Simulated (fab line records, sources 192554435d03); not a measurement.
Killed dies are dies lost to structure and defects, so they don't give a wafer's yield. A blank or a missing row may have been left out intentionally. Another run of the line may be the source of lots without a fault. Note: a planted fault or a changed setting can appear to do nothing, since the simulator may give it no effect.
One fault through the eyes of 3 desks	flow n5_finfet	only its own numbers are on each desk; what lay behind them is given at the end

FROM THE METROLOGY DESK
Lot by lot, what the gauges showed, no matter which tool ran the lot: averages of those sampled wafers that carry a number. A lot is out of limits, marked OUT, if its mean lies more than 4 standard deviations from the usual mean; the brackets give that distance. Shown here are 7 of its 27 readings, the ones lying furthest out on some lot.
Columns: A = COMB_M10 at N5_BEOL_M15_RC_MEAS_101, usual 1.5e-11 S/m; B = COMB_M14 at N5_BEOL_M15_RC_MEAS_101, usual 3.9e-12 S/m; C = COMB_M5 at N5_BEOL_M15_RC_MEAS_101, usual 3.8e-11 S/m; D = COMB_M9 at N5_BEOL_M15_RC_MEAS_101, usual 1.5e-11 S/m; E = SERP_M10 at N5_BEOL_M15_RC_MEAS_101, usual 3.12 ohm/um; F = SERP_M13 at N5_BEOL_M15_RC_MEAS_101, usual 0.311 ohm/um; G = SERP_M8 at N5_BEOL_M15_RC_MEAS_101, usual 14.1 ohm/um
lot	first seen here	A	B	C	D	E	F	G
L731	day 13 16:42	1.4e-11	4.4e-12	3.6e-11	1.9e-11	3.24	0.299	15.1
L732	day 13 22:37	1.9e-11	4.9e-12	3.5e-11	1.5e-11	3.14	0.314	13.6
L735	day 15 06:24	1.3e-11	3.7e-12	3.4e-11	1.3e-11	3.17	0.305	14.1
L738	day 15 21:51	1.6e-11	3.1e-12	2.7e-11	1.2e-11	3.19	0.313	13.6
L748	day 18 05:11	1.7e-11	3.5e-12	4.7e-11	1.0e-11	3.17	0.321	14.1
This desk found nothing out of limits on any of the 5 lots.

FOR THE TOOL OWNER'S DESK: ald_hk-01
The tool's own readings at N5_MIM_TOP_ALD_01 (deposits HfO2, target thk 5.6 nm, pulse time 1 s, purge time 3 s): means of the sampled wafers that have a number, for each lot that ran on this tool. A lot is out of limits, marked OUT, if its mean lies more than 4 standard deviations from the usual mean; the brackets give that distance.
Columns: A = precursor_pulse_height_rel at N5_MIM_TOP_ALD_01, usual 0.999
lot	first seen here	A
L731	day 13 20:00	1.002
L732	day 14 00:00	0.996
L735	day 15 08:00	0.981
L738	day 16 00:00	0.998
This desk found nothing out of limits on any of the 4 lots.

THE DEFECT DESK
Lot by lot, what the route's inspections counted, given as the mean of those sampled wafers with a number. A lot is out of limits, marked OUT, if its mean lies more than 4 standard deviations from the usual mean; the brackets give that distance.
Columns: A = raw_defect_count at N5_BEOL_M15_INSPECT_55, usual 72
lot	first seen here	A
L731	day 13 16:51	87
L732	day 13 22:46	58
L735	day 15 06:33	75
L738	day 15 22:00	80
L748	day 18 05:20	66
This desk found nothing out of limits on any of the 5 lots.

BROUGHT TOGETHER
Nothing out of limits was seen by the metrology desk.
The tool owner's desk saw nothing out of limits.
Nothing the defect desk looked at was out of limits.

WHAT THE SIMULATOR HAD PUT IN
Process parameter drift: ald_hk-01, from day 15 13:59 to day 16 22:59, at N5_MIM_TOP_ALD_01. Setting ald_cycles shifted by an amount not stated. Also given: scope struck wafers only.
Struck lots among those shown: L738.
